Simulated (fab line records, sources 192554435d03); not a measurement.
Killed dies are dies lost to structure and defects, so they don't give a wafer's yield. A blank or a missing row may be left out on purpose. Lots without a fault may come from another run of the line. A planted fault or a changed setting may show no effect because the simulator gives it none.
fab line records | flow n5_finfet
record lots=6 wafers=18 last_day=18
route steps=1938 shown BEOL_M8@1341
lots that met no fault: from a run of the same line without faults
start_h: hours from the record's first day to the start of the lot's first wafer shown | wait_h: hours since the lot's step before | " the same as in the row above | L1.1+2: a row that stands for several wafers | - no value, or no start given | * or withheld: withheld | < > ~ a bound
route shown NAME@n: a module of which the file shows steps, and the number in the route of the first | usual: mean/standard deviation of fault-free wafers | same: alike in all rows | chamber/n: place in a boat | sites: the reading at each site | _std_site: their standard deviation | _edge_site: outer sites' mean less inner sites' | radius_mm: how far each site lies from the wafer's centre | mask NAME#n: copy n | behind: the tool/chamber that last shaped the wafer | hold: why the lot was held/for how many hours/how that ended | device: the transistor (n, p or np) that didn't switch | end of line: the same wafers' tests at the end of the route | a step without rows: its recipe alone | killed: dies lost to structure and defects at the first sort, not the wafer's yield | map: a wafer's dies, x killed, . not, _ none there
set.NAME: the setting as run; set.NAME@STEP: as run at that earlier step | model.NAME: the simulator's own value behind a step, which no gauge read
lots at some steps of the route; a table a step, a row a wafer
services: from which hour (start_h, from the record's first day; less than 0 if before it) a tool's chamber was out of use, for how many hours, and why
## steps
# step N5_BEOL_M8_SOFTBAKE_06
# recipe temp_c=110 time_s=60 resist=CAR-ArF
# step N5_BEOL_M8_EXPOSE_08
# recipe mask_id=M8 na=1.35 source_shape=dipole sigma_inner=0.817 sigma_outer=0.97 polarization=te dose_mj=68.25
# step N5_BEOL_M8_PEB_09
# recipe peb_temp_c=withheld peb_time_s=60 resist=CAR-ArF
# step N5_BEOL_M8_DEVELOP_10
# recipe develop_time_s=30 developer=TMAH resist=CAR-ArF rinse_liquid=diw dry=air_spin dev_temp_c=23
# step N5_BEOL_M8_CD_MEAS_11
# recipe target_cd_nm=38.5 landing_energy_ev=500 detector=se_inlens polarity=opening
# usual cd_nm=38.6/0.42
# columns lot.wafer tool chamber start_h wait_h cd_nm
L312.4 cd_sem-02 0 210.21 - 37.9
L312.5 " 0 " " 38.5
L312.6 " 0 " " 37.9
L315.1 cd_sem-03 0 232.47 - 38.9
L315.2 " 0 " " 38.6
L315.5 " 0 " " 38.2
L319.2 cd_sem-03 0 259.22 - 38.5
L319.4 " 0 " " 38.5
L319.6 " 0 " " 38.8
L320.2 cd_sem-03 0 264.50 - 39.2
L320.5 " 0 " " 38.4
L320.6 " 0 " " 39.1
L331.1 cd_sem-03 0 336.74 - 38.8
L331.2 " 0 " " 38.5
L331.5 " 0 " " 38.7
L332.1 cd_sem-01 0 338.63 - 38.4
L332.4 " 0 " " 38.9
L332.6 " 0 " " 39.0
# step N5_BEOL_M8_OVL_MEAS_12
# recipe points_per_wafer=44
# usual M8_OVL=-0.3/0.75
# columns lot.wafer tool chamber start_h wait_h M8_OVL[nm]
L312.4 overlay-01 0 210.23 0.0 0.0
L312.5 " 0 " " -1.2
L312.6 " 0 " " -0.4
L315.1 overlay-02 0 232.50 0.0 0.0
L315.2 " 0 " " -1.1
L315.5 " 0 " " -0.5
L319.2 overlay-01 0 259.25 0.0 -0.2
L319.4 " 0 " " 0.5
L319.6 " 0 " " 0.6
L320.2 overlay-01 0 264.53 0.0 -1.0
L320.5 " 0 " " 0.5
L320.6 " 0 " " -1.2
L331.1 overlay-02 0 336.77 0.0 -1.3
L331.2 " 0 " " -1.4
L331.5 " 0 " " -1.0
L332.1 overlay-02 0 338.66 0.0 0.8
L332.4 " 0 " " -0.7
L332.6 " 0 " " 0.1
# step N5_BEOL_M8_INSPECT_13
# recipe mode=adi inspect_instrument=brightfield
# usual raw_defect_count=414/91
# columns lot.wafer tool chamber start_h wait_h raw_defect_count
L312.4 defect_inspect-02 - 210.26 0.0 455
L312.5 " - " " 396
L312.6 " - " " 431
L315.1 defect_inspect-02 - 232.53 0.0 525
L315.2 " - " " 620
L315.5 " - " " 591
L319.2 defect_inspect-01 - 259.27 0.0 343
L319.4 " - " " 468
L319.6 " - " " 456
L320.2 defect_inspect-01 - 264.55 0.0 473
L320.5 " - " " 476
L320.6 " - " " 464
L331.1 defect_inspect-02 - 336.79 0.0 436
L331.2 " - " " 474
L331.5 " - " " 420
L332.1 defect_inspect-01 - 338.68 0.0 364
L332.4 " - " " 433
L332.6 " - " " 452
# step N5_BEOL_M8_DESCUM_16
# recipe chemistry=O2 time_s=7.9 source_power_w=50 bias_power_w=20 pressure_mtorr=20 rf_frequency_hz=2.712e+07 temp_c=40 resist=CAR-ArF o2_flow_sccm=225
# usual drypump_motor_current_A=5.5/0.48 oes_product_au=0.82/0.076 rf_vpp_V=243.2/1.4 showerhead_plenum_p_Torr=2.10/0.078 throttle_valve_pct=20.23/0.28
# columns lot.wafer tool chamber start_h wait_h drypump_motor_current_A oes_product_au rf_hours_counter_h rf_vpp_V showerhead_plenum_p_Torr throttle_valve_pct
L312.4 rie_diel-02 1 211.14 0.9 6.0 0.70 - 244.6 2.15 20.55
L312.5 " 0 " " 5.7 0.82 - 242.0 2.04 20.10
L312.6 " 3 " " 5.8 0.79 - 245.1 2.09 20.13
L315.1 rie_diel-05 3 232.56 0.0 5.4 0.94 6 242.0 2.07 20.11
L315.2 " 0 " " 5.2 0.77 128 242.3 2.02 20.16
L315.5 " 0 " " 5.3 0.78 - 241.0 2.01 20.16
L319.2 rie_diel-02 3 259.30 0.0 5.8 0.77 141 242.7 2.09 20.18
L319.4 " 0 " " 5.7 0.81 100 243.8 2.03 20.14
L319.6 " 3 " " 5.8 0.78 - 244.3 2.09 20.14
L320.2 rie_diel-02 3 264.59 0.0 5.8 0.77 143 243.3 2.09 20.17
L320.5 " 3 " " 5.8 0.78 - 244.3 2.09 20.17
L320.6 " 0 " " 5.7 0.80 - 243.3 2.03 20.13
L331.1 rie_diel-05 0 336.83 0.0 5.2 0.75 164 242.8 2.00 20.22
L331.2 " 1 " " 4.8 0.83 76 241.1 2.04 19.85
L331.5 " 0 " " 5.3 0.75 - 242.9 2.00 20.23
L332.1 rie_diel-02 3 338.72 0.0 5.8 0.75 171 243.7 2.08 20.21
L332.4 " 1 " " 6.0 0.89 17 243.1 2.14 20.32
L332.6 " 1 " " 6.0 0.90 - 244.2 2.14 20.33
# step N5_BEOL_M8_ETCH_61
# recipe chemistry=CF4 target=SiARC target_depth_a=455 mask_material=CAR-ArF time_s=75.8 ion_energy_ev=80 pressure_mtorr=40 source_w=545 bias_w=36 Ar_flow_sccm=100 cf4_flow_sccm=100 ends=cleared
# usual drypump_motor_current_A=5.5/0.49 etch_rf_on_time_s=75.8/2.1 oes_product_au=0.70/0.067 rf_vpp_V=184.0/1.2 showerhead_plenum_p_Torr=2.14/0.07 throttle_valve_pct=15.39/0.25
# columns lot.wafer tool chamber start_h wait_h drypump_motor_current_A etch_rf_on_time_s oes_product_au rf_hours_counter_h rf_vpp_V showerhead_plenum_p_Torr throttle_valve_pct
L312.4 rie_diel-02 1 211.18 0.0 6.1 76.2 0.60 - 185.6 2.19 15.73
L312.5 " 0 " " 5.7 73.2 0.71 - 183.6 2.09 15.28
L312.6 " 3 " " 5.8 75.0 0.67 - 183.4 2.15 15.39
L315.1 rie_diel-05 3 232.60 0.0 5.4 78.2 0.80 6 183.5 2.11 15.17
L315.2 " 0 " " 5.2 79.0 0.65 128 182.2 2.06 15.31
L315.5 " 0 " " 5.2 79.8 0.65 - 181.7 2.06 15.31
L319.2 rie_diel-02 3 259.34 0.0 5.8 75.3 0.67 141 184.0 2.14 15.43
L319.4 " 0 " " 5.7 74.7 0.69 100 184.5 2.08 15.32
L319.6 " 3 " " 5.8 75.6 0.67 - 183.2 2.14 15.44
L320.2 rie_diel-02 3 264.62 0.0 5.8 74.9 0.66 143 183.3 2.14 15.44
L320.5 " 3 " " 5.8 75.0 0.66 - 183.8 2.14 15.44
L320.6 " 0 " " 5.7 73.4 0.69 - 182.0 2.08 15.31
L331.1 rie_diel-05 0 336.88 0.0 5.3 79.5 0.62 164 182.6 2.05 15.41
L331.2 " 1 " " 4.9 75.2 0.71 76 182.5 2.09 15.15
L331.5 " 0 " " 5.3 79.4 0.63 - 184.5 2.05 15.40
L332.1 rie_diel-02 3 338.75 0.0 5.8 75.9 0.64 171 183.1 2.13 15.49
L332.4 " 1 " " 6.0 76.6 0.76 17 183.0 2.18 15.34
L332.6 " 1 " " 6.0 76.5 0.77 - 184.5 2.18 15.35
# step N5_BEOL_M8_ETCH_62
# recipe chemistry=N2/H2 target=SOC target_depth_a=1100 overetch_a=220 mask_material=SiARC temp_c=40 time_s=165 ion_energy_ev=200 pressure_mtorr=30 source_w=840 bias_w=150 n2_flow_sccm=200 h2_flow_sccm=200
# usual drypump_motor_current_A=5.5/0.48 oes_product_au=0.70/0.062 rf_vpp_V=523.8/2.7 showerhead_plenum_p_Torr=2.54/0.088 throttle_valve_pct=17.58/0.27
# columns lot.wafer tool chamber start_h wait_h drypump_motor_current_A oes_product_au rf_hours_counter_h rf_vpp_V showerhead_plenum_p_Torr throttle_valve_pct
L312.4 rie_diel-02 1 211.28 0.1 6.0 0.60 - 524.8 2.62 18.01
L312.5 " 0 " " 5.7 0.69 - 521.8 2.46 17.38
L312.6 " 3 " " 5.8 0.67 - 525.5 2.56 17.68
L315.1 rie_diel-05 3 232.65 0.0 5.4 0.81 6 522.3 2.51 17.45
L315.2 " 0 " " 5.3 0.66 128 520.3 2.45 17.66
L315.5 " 0 " " 5.3 0.67 - 520.4 2.45 17.67
L319.2 rie_diel-02 3 259.40 0.0 5.8 0.65 141 524.1 2.55 17.72
L319.4 " 0 " " 5.7 0.68 100 522.0 2.45 17.40
L319.6 " 3 " " 5.8 0.66 - 525.1 2.55 17.72
L320.2 rie_diel-02 3 264.68 0.0 5.8 0.65 143 524.1 2.55 17.72
L320.5 " 3 " " 5.8 0.65 - 524.8 2.55 17.72
L320.6 " 0 " " 5.7 0.67 - 521.5 2.45 17.41
L331.1 rie_diel-05 0 336.96 0.1 5.3 0.64 164 521.7 2.44 17.73
L331.2 " 1 " " 4.9 0.69 76 520.8 2.47 17.21
L331.5 " 0 " " 5.2 0.63 - 519.0 2.44 17.73
L332.1 rie_diel-02 3 338.81 0.0 5.8 0.63 171 522.8 2.54 17.77
L332.4 " 1 " " 6.0 0.76 17 525.6 2.60 17.69
L332.6 " 1 " " 6.0 0.77 - 524.9 2.60 17.69
# step N5_BEOL_M8_STRIP_68
# recipe chemistry=N2/H2 temp_c=40 n2_flow_sccm=200 h2_flow_sccm=200 rf_frequency_hz=6e+07
# step N5_BEOL_M8_STRIP_67
# recipe chemistry=CF4 resist=SiARC power_w=300 bias_power_w=75 pressure_mtorr=50 cf4_flow_sccm=150 rf_frequency_hz=6e+07
# usual drypump_motor_current_A=5.5/0.48 oes_product_au=0.82/0.073 rf_vpp_V=271.1/1.6 showerhead_plenum_p_Torr=1.79/0.062 throttle_valve_pct=13.37/0.25
# columns lot.wafer tool chamber start_h wait_h drypump_motor_current_A oes_product_au rf_hours_counter_h rf_vpp_V showerhead_plenum_p_Torr throttle_valve_pct
L312.4 rie_diel-02 1 211.37 0.0 6.0 0.71 - 270.9 1.84 13.75
L312.5 " 0 " " 5.7 0.82 - 270.1 1.75 13.23
L312.6 " 3 " " 5.8 0.80 - 271.7 1.80 13.37
L315.1 rie_diel-05 3 232.80 0.0 5.4 0.96 6 270.6 1.76 13.08
L315.2 " 0 " " 5.3 0.78 128 269.2 1.71 13.25
L315.5 " 0 " " 5.3 0.78 - 268.9 1.71 13.24
L319.2 rie_diel-02 3 259.54 0.0 5.8 0.77 141 271.5 1.79 13.42
L319.4 " 0 " " 5.7 0.79 100 271.7 1.74 13.30
L319.6 " 3 " " 5.8 0.77 - 272.0 1.79 13.43
L320.2 rie_diel-02 3 264.82 0.0 5.8 0.77 143 272.0 1.79 13.43
L320.5 " 3 " " 5.8 0.77 - 270.0 1.79 13.43
L320.6 " 0 " " 5.7 0.79 - 269.3 1.74 13.29
L331.1 rie_diel-05 0 337.18 0.0 5.3 0.76 164 270.3 1.70 13.32
L331.2 " 1 " " 4.8 0.83 76 269.1 1.76 13.18
L331.5 " 0 " " 5.2 0.76 - 269.3 1.70 13.30
L332.1 rie_diel-02 3 338.96 0.0 5.8 0.74 171 272.5 1.78 13.51
L332.4 " 1 " " 6.0 0.90 17 272.1 1.82 13.28
L332.6 " 1 " " 6.0 0.89 - 273.1 1.82 13.29
# step N5_BEOL_M8_HM_OPEN_17
# recipe chemistry=Cl2/BCl3 target_depth_a=200 overetch_a=60 target=TiN mask_material=SOC ion_energy_ev=150 pressure_mtorr=10 icp_w=1000 bias_w=126 Cl2_flow_sccm=53.25 bcl3_flow_sccm=21.75 Ar_flow_sccm=25
# usual bcl3_flow_sccm=21.75/0.064 bias_w=126.0/0.37 drypump_motor_current_A=5.7/0.71 oes_product_au=0.70/0.099 throttle_valve_pct=22.03/0.28
# columns lot.wafer tool chamber start_h wait_h bcl3_flow_sccm bias_w drypump_motor_current_A oes_product_au rf_hours_counter_h throttle_valve_pct model.SOC_of_BEOL_M8_COAT_59.thk_nm
L312.4 rie_metal-03 0 211.43 0.1 21.63 126.5 5.0 0.55 - 21.86 92.2
L312.5 " 0 " " 21.81 125.9 5.0 0.55 - 21.87 92.4
L312.6 " 1 " " 21.78 126.0 6.8 0.67 - 22.09 92
L315.1 rie_metal-02 1 232.84 0.0 21.67 125.7 5.2 0.76 11 21.76 92
L315.2 " 0 " " 21.66 126.5 5.4 0.86 0 21.77 91.8
L315.5 " 1 " " 21.78 126.0 5.2 0.77 - 21.76 91.8
L319.2 rie_metal-03 1 259.61 0.1 - - - - - - 100.2
L319.4 " 1 " " - - - - - - 100.2
L319.6 " 1 " " - - - - - - 100.2
L320.2 rie_metal-02 1 264.86 0.0 - - - - - - 100
L320.5 " 1 " " - - - - - - 100.4
L320.6 " 0 " " - - - - - - 100.2
L331.1 rie_metal-03 1 337.23 0.0 21.75 125.8 6.8 0.64 59 22.10 92.8
L331.2 " 0 " " 21.81 126.3 5.1 0.77 5 21.71 92
L331.5 " 1 " " 21.67 125.9 6.8 0.63 - 22.12 91.8
L332.1 rie_metal-02 0 339.00 0.0 21.66 126.0 5.4 0.78 9 21.80 92
L332.4 " 0 " " 21.68 125.5 5.5 0.78 - 21.81 91.8
L332.6 " 1 " " 21.65 126.2 5.2 0.73 - 21.78 91.8
# step N5_BEOL_M8_STRIP_19
# recipe chemistry=O2 power_w=400 temp_c=40 pressure_mtorr=30 rf_frequency_hz=6e+07 bias_power_w=0 overash_fraction=0.2 o2_flow_sccm=225
# usual drypump_motor_current_A=5.6/0.52 oes_product_au=0.82/0.082 rf_vpp_V=3.7/0.61 showerhead_plenum_p_Torr=2.10/0.077 throttle_valve_pct=16.5/0.3
# columns lot.wafer tool chamber start_h wait_h drypump_motor_current_A oes_product_au rf_hours_counter_h rf_vpp_V showerhead_plenum_p_Torr throttle_valve_pct
L312.4 rie_diel-05 0 211.58 0.1 5.2 0.79 - 4.3 2.02 16.4
L312.5 " 1 " " 4.8 0.89 - 4.2 2.06 16.1
L312.6 " 2 " " 5.6 0.77 - 4.7 2.11 16.6
L315.1 rie_diel-05 3 232.95 0.1 5.4 0.94 6 3.5 2.07 16.3
L315.2 " 0 " " 5.2 0.78 128 4.0 2.02 16.4
L315.5 " 1 " " 4.9 0.87 - 2.7 2.05 16.1
L319.2 rie_diel-06 1 259.78 0.1 5.1 0.93 8 2.8 2.05 16.3
L319.4 " 0 " " 5.0 0.86 77 4.3 2.22 16.4
L319.6 " 1 " " 5.1 0.92 - 3.5 2.05 16.3
L320.2 rie_diel-02 0 264.97 0.1 5.7 0.79 103 3.8 2.03 16.4
L320.5 " 0 " " 5.7 0.80 - 4.0 2.03 16.4
L320.6 " 1 " " 6.0 0.68 - 2.9 2.15 16.9
L331.1 rie_diel-02 2 337.50 0.2 5.4 0.81 97 3.0 2.23 16.4
L331.2 " 0 " " 5.7 0.77 129 4.3 2.02 16.4
L331.5 " 2 " " 5.3 0.81 - 4.2 2.23 16.4
L332.1 rie_diel-06 2 339.11 0.1 6.5 0.92 16 3.6 2.25 17.0
L332.4 " 3 " " 6.6 0.98 9 3.7 2.17 16.7
L332.6 " 3 " " 6.6 0.98 - 3.3 2.17 16.7
# step N5_BEOL_M8_CD_MEAS_18
# recipe pitch_nm=80 target_cd_nm=40
# usual cd_nm=40.1/0.54
# columns lot.wafer tool chamber start_h wait_h cd_nm
L312.4 cd_sem-01 - 211.63 0.0 39.3
L312.5 " - " " 39.5
L312.6 " - " " 39.6
L315.1 cd_sem-02 - 233.02 0.0 40.3
L315.2 " - " " 40.3
L315.5 " - " " 39.6
L319.2 cd_sem-02 - 259.86 0.1 -
L319.4 " - " " -
L319.6 " - " " -
L320.2 cd_sem-03 - 265.05 0.1 -
L320.5 " - " " -
L320.6 " - " " -
L331.1 cd_sem-03 - 337.57 0.0 40.2
L331.2 " - " " 40.1
L331.5 " - " " 40.4
L332.1 cd_sem-03 - 339.18 0.0 39.9
L332.4 " - " " 40.1
L332.6 " - " " 41.0
# step N5_BEOL_M8_COAT_63
# recipe resist=SOC temp_c=250 time_s=60 spin_rpm=1500 resist_thk_nm=60
## services
# columns tool chamber start_h hours kind
rie_diel-06 - 195.13 28.1 pm
rie_diel-05 3 198.03 - clean
rie_diel-05 3 198.03 - consumable_replace:focus_ring
rie_diel-05 3 198.03 19.4 scheduled_down
rie_diel-05 3 198.03 19.4 vent_cycle
rie_metal-02 0 211.95 - clean
rie_metal-02 0 211.95 17.0 scheduled_down
rie_metal-02 0 211.95 17.0 vent_cycle
rie_diel-06 1 223.23 - clean
rie_diel-06 1 223.23 - consumable_replace:focus_ring
rie_diel-05 - 250.18 0.4 repair
rie_metal-03 0 257.60 - clean
rie_metal-03 0 257.60 13.7 scheduled_down
rie_metal-03 0 257.60 13.7 vent_cycle
rie_diel-02 1 268.76 - clean
rie_diel-02 1 268.76 - consumable_replace:focus_ring
rie_diel-02 1 268.76 20.5 scheduled_down
rie_diel-02 1 268.76 20.5 vent_cycle
rie_metal-02 - 298.13 1.4 pm
rie_metal-02 - 303.05 2.8 pm
rie_metal-03 0 319.68 5.5 repair
rie_diel-05 2 325.98 13.5 repair
rie_diel-05 - 330.64 3.9 repair
rie_diel-05 3 336.29 3.1 repair
## key
first_sign step=N5_BEOL_M8_HM_OPEN_17 reading=tool_record direction=missing
effect step=N5_BEOL_M8_CD_MEAS_18 reading=cd_nm direction=missing
model_effect step=N5_BEOL_M8_HM_OPEN_17 value=SOC_of_BEOL_M8_COAT_59.thk_nm without=92.17 struck=100.2
met_at N5_BEOL_M8_HM_OPEN_17
struck_wafers L319.2,L319.4,L319.6,L320.2,L320.5,L320.6
later_rows_left_out L319.2,L319.4,L319.6,L320.2,L320.5,L320.6
sort_left_out L319.2,L319.4,L319.6,L320.2,L320.5,L320.6
onset_between 232.84 259.61
fault kind=skipped_step_whole tool=rie_metal-02,rie_metal-03 chamber=- onset_h=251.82 steps=N5_BEOL_M8_HM_OPEN_17 scope=struck_lots_only
# sort_left_out: the simulated sort isn't trusted on such a fault, so these wafers' sort isn't shown, and their yield isn't known
# later_rows_left_out: the simulator's readings of these wafers behind a module that went badly wrong aren't trusted and aren't shown, but for the sort
